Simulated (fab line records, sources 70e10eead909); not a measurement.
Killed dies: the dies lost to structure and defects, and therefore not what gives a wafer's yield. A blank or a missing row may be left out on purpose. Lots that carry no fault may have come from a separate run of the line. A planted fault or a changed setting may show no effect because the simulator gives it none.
fab line records -- flow nand-harc
record lots=13, wafers=39, last-day=24
route steps=1159 shown A_CHANNEL_HOLE_D1@474 A_CHANNEL_FILL_D1@492 A_STAIRCASE@525
lots untouched by any fault: they come from a run of this same line in which no faults occurred
start-h: the number of hours between the record's first day and the start of the first shown wafer of the lot -- wait-h: hours since the lot's step before -- " repeats the value in the row above -- L1.1+2: one row covering several wafers at once -- - either no value or no given start -- * or withheld: withheld -- < > ~ a bound
route shown NAME@n: names a module that has steps shown in the file, with the first one's number in the route -- usual: average and standard deviation across the fault-free wafers -- same: alike in all rows -- chamber/n: place in a boat -- sites: readings site by site -- _std_site: their standard deviation -- _edge_site: outer sites' mean less inner sites' -- radius-mm: how far each site lies from the wafer's centre -- mask NAME#n: copy n -- behind: the most recent tool/chamber to have shaped the wafer -- hold: the reason the lot was held/the length of the hold in hours/how it ended -- device: names the non-switching transistor (n, p or np) -- end of line: tests of these same wafers at the route's end -- a step without rows: its recipe alone -- killed: dies that structure and defects cost at the first sort, which is not the same as the wafer's yield -- map: dies across one wafer; x = killed, . = not, _ = none there
set.NAME: the setting the step ran with; set.NAME@STEP: the setting that earlier step ran with -- model.NAME: the simulator's own value behind a step, which no gauge read
route steps across a sampled set of lots; one table per step, one row per wafer
services: when a tool's chamber went out of use (start-h, in hours from the record's first day, below 0 if earlier), for how many hours, and the reason
## steps
# step NHARC_A_CHANNEL_HOLE_D1_ETCH_22
# recipe bias-v=3000, source-w=withheld, pressure-mtorr=20, time-s=666.7, ar-flow-sccm=375, c4f8-flow-sccm=89.3, o2-flow-sccm=35.7, temp-c=-20, target-depth-a=16000, chemistry=C4F8/O2/Ar
# usual drypump-motor-current-A=5.7/0.35, showerhead-plenum-p-Torr=3.76/0.087, throttle-valve-pct=32.155/0.0092
lot.wafer,tool,chamber,start-h,wait-h,drypump-motor-current-A,rf-hours-counter-h,showerhead-plenum-p-Torr,throttle-valve-pct
L230.1,har-etch-02,1,161.82,0.4,5.3,93,3.88,32.161
L230.3,har-etch-02,1,161.82,0.4,5.3,-,3.88,32.157
L230.5,har-etch-02,0,161.82,0.4,6.0,-,3.69,32.154
L231.2,har-etch-02,0,185.84,0.4,6.0,102,3.69,32.148
L231.1,har-etch-02,1,185.84,0.4,5.3,102,3.87,32.149
L231.3,har-etch-02,1,185.84,0.4,5.3,-,3.88,32.147
L233.1,har-etch-01,1,197.01,0.4,6.0,197,3.68,32.155
L233.2,har-etch-01,0,197.01,0.4,5.5,197,3.82,32.147
L233.3,har-etch-01,0,197.01,0.4,5.4,-,3.82,32.161
L232.2,har-etch-02,0,201.26,0.4,6.0,110,3.69,32.172
L232.3,har-etch-02,0,201.26,0.4,6.0,-,3.69,32.162
L232.6,har-etch-02,0,201.26,0.4,6.0,-,3.68,32.158
L236.1,har-etch-01,0,211.61,0.4,5.4,204,3.82,32.162
L236.4,har-etch-01,0,211.61,0.4,5.4,-,3.82,32.166
L236.5,har-etch-01,0,211.61,0.4,5.4,-,3.82,32.160
L237.2,har-etch-01,1,225.71,0.4,6.0,209,3.68,32.159
L237.1,har-etch-01,0,225.71,0.4,5.5,209,3.81,32.153
L237.4,har-etch-01,0,225.71,0.4,5.4,-,3.81,32.163
L241.2,har-etch-01,0,241.71,0.4,5.4,213,3.81,32.155
L241.3,har-etch-01,1,241.71,0.4,6.0,-,3.67,32.159
L241.6,har-etch-01,1,241.71,0.4,6.0,-,3.67,32.143
L244.1,har-etch-02,1,258.78,0.4,5.3,139,3.85,32.163
L244.2,har-etch-02,0,258.78,0.4,6.0,139,3.67,32.178
L244.4,har-etch-02,1,258.78,0.4,5.3,-,3.85,32.153
L248.4,har-etch-02,0,282.70,0.4,6.0,-,3.67,32.135
L248.5,har-etch-02,0,282.70,0.4,6.1,-,3.67,32.144
L248.6,har-etch-02,1,282.70,0.4,5.3,-,3.85,32.165
L246.4,har-etch-01,1,283.64,0.4,6.0,-,3.66,32.167
L246.5,har-etch-01,0,283.64,0.4,5.4,-,3.80,32.137
L246.6,har-etch-01,1,283.64,0.4,6.0,-,3.66,32.160
L247.2,har-etch-02,0,286.68,0.4,6.1,150,3.66,32.170
L247.4,har-etch-02,0,286.68,0.4,6.1,-,3.66,32.148
L247.5,har-etch-02,1,286.68,0.4,5.3,-,3.85,32.160
L249.1,har-etch-01,1,289.19,0.4,6.0,239,3.66,32.156
L249.2,har-etch-01,0,289.19,0.4,5.5,239,3.80,32.136
L249.3,har-etch-01,0,289.19,0.4,5.5,-,3.80,32.148
L253.1,har-etch-02,1,313.02,0.4,5.3,163,3.84,32.166
L253.4,har-etch-02,1,313.02,0.4,5.3,-,3.84,32.152
L253.5,har-etch-02,0,313.02,0.4,6.1,-,3.66,32.153
# step NHARC_A_CHANNEL_FILL_D1_ALD_02
# recipe target-thk-a=60, pulse-time-s=10, ald-cycles=60, temp-c=300, material=SiO2
# usual heater-power-w=476/76, precursor-pulse-height-rel=0.999/0.021
# same pulse-time-s=10
lot.wafer,tool,chamber,start-h,wait-h,heater-power-w,precursor-pulse-height-rel
L230.3,ald-hk-03,3,166.85,-,647,1.010
L230.1,ald-hk-03,0,166.85,-,431,1.018
L230.5,ald-hk-03,0,166.85,-,414,0.980
L231.2,ald-hk-03,1,192.56,-,490,0.982
L231.3,ald-hk-03,2,192.56,-,434,1.011
L231.1,ald-hk-03,3,192.56,-,625,0.968
L233.2,ald-hk-04,3,203.87,-,573,0.978
L233.1,ald-hk-04,0,203.87,-,441,1.001
L233.3,ald-hk-04,1,203.87,-,390,0.993
L232.2,ald-hk-02,0,206.50,0.2,543,0.976
L232.3,ald-hk-02,1,206.50,0.2,492,0.998
L232.6,ald-hk-02,0,206.50,0.2,563,1.018
L236.4,ald-hk-02,0,216.63,-,549,0.986
L236.1,ald-hk-02,3,216.63,-,414,0.985
L236.5,ald-hk-02,1,216.63,-,493,0.999
L237.1,ald-hk-02,1,231.00,-,487,0.992
L237.2,ald-hk-02,2,231.00,-,399,1.024
L237.4,ald-hk-02,3,231.00,-,412,0.995
L241.3,ald-hk-04,0,246.74,-,454,0.998
L241.2,ald-hk-04,3,246.74,-,558,0.988
L241.6,ald-hk-04,1,246.74,-,407,0.995
L244.2,ald-hk-04,2,264.13,-,384,0.973
L244.1,ald-hk-04,3,264.13,-,568,1.036
L244.4,ald-hk-04,0,264.13,-,443,0.978
L248.4,ald-hk-03,1,287.89,-,498,1.016
L248.6,ald-hk-03,2,287.89,-,428,0.990
L248.5,ald-hk-03,3,287.89,-,617,0.998
L246.4,ald-hk-04,3,288.60,-,571,1.037
L246.5,ald-hk-04,0,288.60,-,464,0.957
L246.6,ald-hk-04,1,288.60,-,404,1.022
L247.4,ald-hk-04,3,294.45,-,547,0.981
L247.2,ald-hk-04,1,294.45,-,398,0.982
L247.5,ald-hk-04,3,294.45,-,551,1.004
L249.1,ald-hk-04,1,294.81,-,399,1.009
L249.2,ald-hk-04,2,294.81,-,381,0.996
L249.3,ald-hk-04,3,294.81,-,575,0.983
L253.4,ald-hk-03,0,318.03,-,425,1.027
L253.1,ald-hk-03,1,318.03,-,491,1.044
L253.5,ald-hk-03,3,318.03,-,643,1.014
# step NHARC_A_CHANNEL_FILL_D1_CMP_10
# recipe target-thk-nm=150
# usual motor-current-A=11.7/1.2, time-to-endpoint-s=16.8/2.9
lot.wafer,tool,chamber,start-h,wait-h,motor-current-A,time-to-endpoint-s
L230.1,cmp-01,3,211.51,0.4,11.1,14.9
L230.3,cmp-01,2,211.51,0.4,14.5,12.5
L230.5,cmp-01,0,211.51,0.4,11.5,18.4
L231.1,cmp-01,1,241.11,0.4,11.6,14.6
L231.3,cmp-01,2,241.11,0.4,14.7,10.4
L231.2,cmp-01,3,241.11,0.4,10.1,11.7
L233.2,cmp-04,2,251.70,0.4,11.5,14.8
L233.3,cmp-04,0,251.70,0.4,10.8,9.9
L233.1,cmp-04,1,251.70,0.4,13.2,13.8
L232.2,cmp-02,0,251.75,0.4,10.8,17.9
L232.3,cmp-02,1,251.75,0.4,12.4,18.2
L232.6,cmp-02,2,251.75,0.4,11.2,20.1
L236.4,cmp-04,2,266.52,0.4,10.5,15.8
L236.1,cmp-04,3,266.52,0.4,10.1,14.7
L236.5,cmp-04,1,266.52,0.4,12.9,14.4
L237.2,cmp-02,3,280.40,0.4,12.2,19.5
L237.4,cmp-02,0,280.40,0.4,11.3,17.8
L237.1,cmp-02,1,280.40,0.4,12.7,16.5
L241.3,cmp-04,2,293.52,0.4,11.1,16.3
L241.2,cmp-04,3,293.52,0.4,9.8,14.4
L241.6,cmp-04,0,293.52,0.4,10.6,12.1
L244.2,cmp-04,3,315.97,0.4,9.8,16.4
L244.4,cmp-04,0,315.97,0.4,10.1,13.8
L244.1,cmp-04,2,315.97,0.4,11.2,17.4
L246.4,cmp-01,2,338.13,0.4,14.9,13.8
L246.5,cmp-01,0,338.13,0.4,12.4,17.8
L246.6,cmp-01,1,338.13,0.4,12.5,17.4
L248.4,cmp-04,2,341.00,0.4,10.9,16.4
L248.6,cmp-04,3,341.00,0.4,9.7,16.5
L248.5,cmp-04,0,341.00,0.4,10.6,12.4
L249.2,cmp-02,1,343.96,0.4,12.4,15.2
L249.1,cmp-02,2,343.96,0.4,10.6,18.1
L249.3,cmp-02,0,343.96,0.4,11.5,16.0
L247.2,cmp-01,3,343.99,0.4,11.4,16.7
L247.4,cmp-01,1,343.99,0.4,11.7,18.1
L247.5,cmp-01,3,343.99,0.4,11.4,13.7
L253.1,cmp-04,3,367.70,0.4,9.8,15.4
L253.4,cmp-04,0,367.70,0.4,10.8,14.3
L253.5,cmp-04,1,367.70,0.4,12.4,14.1
# step NHARC_A_STAIRCASE_EXPOSE_163
# recipe na=0.5, dose-mj=20.01, mask-id=STAIR_OPEN
# usual exposure-dose-mJ-cm2=20.010/0.019
lot.wafer,tool,chamber,start-h,wait-h,mask,exposure-dose-mJ-cm2
L230.1,krf-scanner-01,0,212.97,-,STAIR_OPEN#0,19.998
L230.3,krf-scanner-01,0,212.97,-,STAIR_OPEN#0,19.981
L230.5,krf-scanner-01,0,212.97,-,STAIR_OPEN#0,20.001
L231.1,krf-scanner-02,0,242.39,-,STAIR_OPEN#0,20.015
L231.2,krf-scanner-02,0,242.39,-,STAIR_OPEN#0,20.019
L231.3,krf-scanner-02,0,242.39,-,STAIR_OPEN#0,20.023
L232.2,krf-scanner-04,0,252.99,-,STAIR_OPEN#0,19.991
L232.3,krf-scanner-04,0,252.99,-,STAIR_OPEN#0,20.023
L232.6,krf-scanner-04,0,252.99,-,STAIR_OPEN#0,19.999
L233.1,krf-scanner-02,0,253.15,-,STAIR_OPEN#0,19.999
L233.2,krf-scanner-02,0,253.15,-,STAIR_OPEN#0,20.021
L233.3,krf-scanner-02,0,253.15,-,STAIR_OPEN#0,20.031
L236.1,krf-scanner-04,0,267.66,-,STAIR_OPEN#0,31.090
L236.4,krf-scanner-04,0,267.66,-,STAIR_OPEN#0,31.105
L236.5,krf-scanner-04,0,267.66,-,STAIR_OPEN#0,31.114
L237.1,krf-scanner-04,0,281.68,-,STAIR_OPEN#0,31.141
L237.2,krf-scanner-04,0,281.68,-,STAIR_OPEN#0,31.109
L237.4,krf-scanner-04,0,281.68,-,STAIR_OPEN#0,31.108
L241.2,krf-scanner-04,0,295.68,-,STAIR_OPEN#0,31.087
L241.3,krf-scanner-04,0,295.68,-,STAIR_OPEN#0,31.121
L241.6,krf-scanner-04,0,295.68,-,STAIR_OPEN#0,31.100
L244.1,krf-scanner-01,0,317.41,-,STAIR_OPEN#0,20.010
L244.2,krf-scanner-01,0,317.41,-,STAIR_OPEN#0,20.020
L244.4,krf-scanner-01,0,317.41,-,STAIR_OPEN#0,20.007
L246.4,krf-scanner-02,0,339.38,-,STAIR_OPEN#0,20.004
L246.5,krf-scanner-02,0,339.38,-,STAIR_OPEN#0,20.040
L246.6,krf-scanner-02,0,339.38,-,STAIR_OPEN#0,20.015
L248.4,krf-scanner-01,0,342.23,-,STAIR_OPEN#0,20.039
L248.5,krf-scanner-01,0,342.23,-,STAIR_OPEN#0,20.023
L248.6,krf-scanner-01,0,342.23,-,STAIR_OPEN#0,20.036
L249.1,krf-scanner-01,0,345.20,-,STAIR_OPEN#0,19.996
L249.2,krf-scanner-01,0,345.20,-,STAIR_OPEN#0,19.998
L249.3,krf-scanner-01,0,345.20,-,STAIR_OPEN#0,19.991
L247.2,krf-scanner-02,0,345.42,-,STAIR_OPEN#0,20.004
L247.4,krf-scanner-02,0,345.42,-,STAIR_OPEN#0,20.024
L247.5,krf-scanner-02,0,345.42,-,STAIR_OPEN#0,20.026
L253.1,krf-scanner-01,0,369.09,-,STAIR_OPEN#0,20.019
L253.4,krf-scanner-01,0,369.09,-,STAIR_OPEN#0,20.024
L253.5,krf-scanner-01,0,369.09,-,STAIR_OPEN#0,20.017
## services
tool,chamber,start-h,hours,kind
krf-scanner-02,-,143.20,0.4,repair
ald-hk-03,-,144.40,10.0,pm
krf-scanner-02,-,152.70,2.3,repair
krf-scanner-01,-,165.59,1.0,repair
cmp-01,-,179.50,4.0,pm
krf-scanner-02,-,179.72,1.5,repair
ald-hk-04,-,187.58,10.0,pm
cmp-04,-,203.73,4.0,pm
krf-scanner-02,-,210.00,4.0,pm
cmp-04,-,219.67,3.3,repair
cmp-01,-,219.81,5.3,repair
krf-scanner-04,-,229.98,0.9,repair
krf-scanner-04,-,232.94,2.1,repair
krf-scanner-01,-,256.00,4.0,pm
cmp-04,-,271.52,3.2,repair
krf-scanner-01,-,272.54,0.2,repair
cmp-04,-,282.36,0.7,repair
cmp-04,-,301.73,4.0,pm
har-etch-01,-,305.00,17.0,pm
har-etch-01,-,348.37,9.2,repair
cmp-04,-,351.55,1.0,repair
har-etch-01,-,360.46,6.3,repair
krf-scanner-01,-,364.57,0.7,repair
ald-hk-04,-,365.58,10.0,pm
## key
first-sign step=NHARC_A_STAIRCASE_EXPOSE_163, reading=exposure-dose-mJ-cm2, direction=up, sigmas=99+, usual=20.010, struck=31.108
effect none on later readings
met-at NHARC_A_STAIRCASE_EXPOSE_163
struck-lots L236,L237,L241
tester-left-out L236,L237,L241
not-acting-at NHARC_A_CHANNEL_HOLE_D1_ETCH_22,NHARC_A_CHANNEL_FILL_D1_ALD_02,NHARC_A_CHANNEL_FILL_D1_CMP_10
onset-between 252.99 267.66
fault kind=process-parameter-drift, tool=krf-scanner-04, chamber=-, onset-h=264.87, steps=NHARC_A_STAIRCASE_EXPOSE_163, channel=dose-mj, offset=11.097, shape=step, acts-in=these-recipes-only, stated=20.01
# tester-left-out: of these lots the tester's yield and bins aren't shown, on N5 and GAA mostly nor the transistor test; their killed dies are dies lost to structure and defects alone, not to doping, threshold or leakage, so they don't give the yield
